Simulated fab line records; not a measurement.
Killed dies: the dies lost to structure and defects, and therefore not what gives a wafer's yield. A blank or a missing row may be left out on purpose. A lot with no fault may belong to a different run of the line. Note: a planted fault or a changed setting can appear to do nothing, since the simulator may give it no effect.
Chamber matching | flow n5Finfet | 3 sister chambers for N5_BEOL_M3_DEP_57 on pecvd-04
The step deposits SiCN from 3MS/NH3, target thk 8 nm, time 14 s. 20 wafers are shown with their chamber, then 10 later ones without.

== WAFERS PAIRED WITH THEIR CHAMBERS ==
wafer  | chamber | throttleValvePct (%) | showerheadPlenumPTorr (Torr)
L078.1 | 0       | 8.6                  | 3.685
L078.4 | 1       | 9.4                  | 3.692
L078.6 | 2       | 8.0                  | 3.663
L081.1 | 0       | 8.7                  | 3.682
L081.5 | 2       | 7.9                  | 3.670
L081.6 | 0       | 8.5                  | 3.687
L082.1 | 0       | 8.8                  | 3.682
L082.3 | 2       | 8.2                  | 3.660
L082.5 | 2       | 8.0                  | 3.662
L085.1 | 0       | 8.7                  | 3.688
L085.2 | 2       | 8.1                  | 3.661
L085.6 | 2       | 7.6                  | 3.662
L088.3 | 1       | 9.4                  | 3.695
L088.5 | 2       | 7.8                  | 3.659
L088.6 | 0       | 8.6                  | 3.698
L087.1 | 2       | 8.1                  | 3.657
L087.2 | 1       | 9.3                  | 3.699
L087.3 | 0       | 8.5                  | 3.680
L089.1 | 1       | 9.5                  | 3.697
L089.2 | 2       | 7.8                  | 3.661

SIGNATURES (averages over the wafers above)
reading               | chamber 0 | chamber 1 | chamber 2 | scatter within a chamber
throttleValvePct      | 8.629     | 9.400     | 7.944     | 0.149
showerheadPlenumPTorr | 3.68600   | 3.69575   | 3.66167   | 0.00453
Rule: a wafer lies at a distance from a chamber equal to the root of the sum of squares, over the readings, of (its reading less the chamber's mean, divided by the reading's scatter). The wafer belongs to the nearest chamber; if the next one is less than 2 further off, it can't be placed. The scatter is the square root of a quotient: the sum, over the shown wafers, of each reading's squared deviation from its chamber's mean, divided by wafers minus chambers.

== WAFERS WITHOUT THEIR CHAMBER ==
wafer  | throttleValvePct (%) | showerheadPlenumPTorr (Torr)
L089.3 | 8.7                  | 3.682
L089.4 | 9.4                  | 3.692
L089.5 | 8.7                  | 3.684
L089.6 | 7.9                  | 3.671
L092.1 | 8.0                  | 3.664
L092.2 | 8.9                  | 3.680
L092.3 | 9.6                  | 3.699
L096.2 | 7.9                  | 3.660
L096.3 | 9.7                  | 3.691
L096.6 | 8.5                  | 3.683

== EACH ONE'S CHAMBER ==
wafer  | from the rows above | in truth
L089.3 | 0                   | 0
L089.4 | 1                   | 1
L089.5 | 0                   | 0
L089.6 | 2                   | 2
L092.1 | 2                   | 2
L092.2 | 0                   | 0
L092.3 | 1                   | 1
L096.2 | 2                   | 2
L096.3 | 1                   | 1
L096.6 | 0                   | 0
Correctly placed: 10 of 10. Can't be placed from these rows: 0. Placed wrongly: 0.
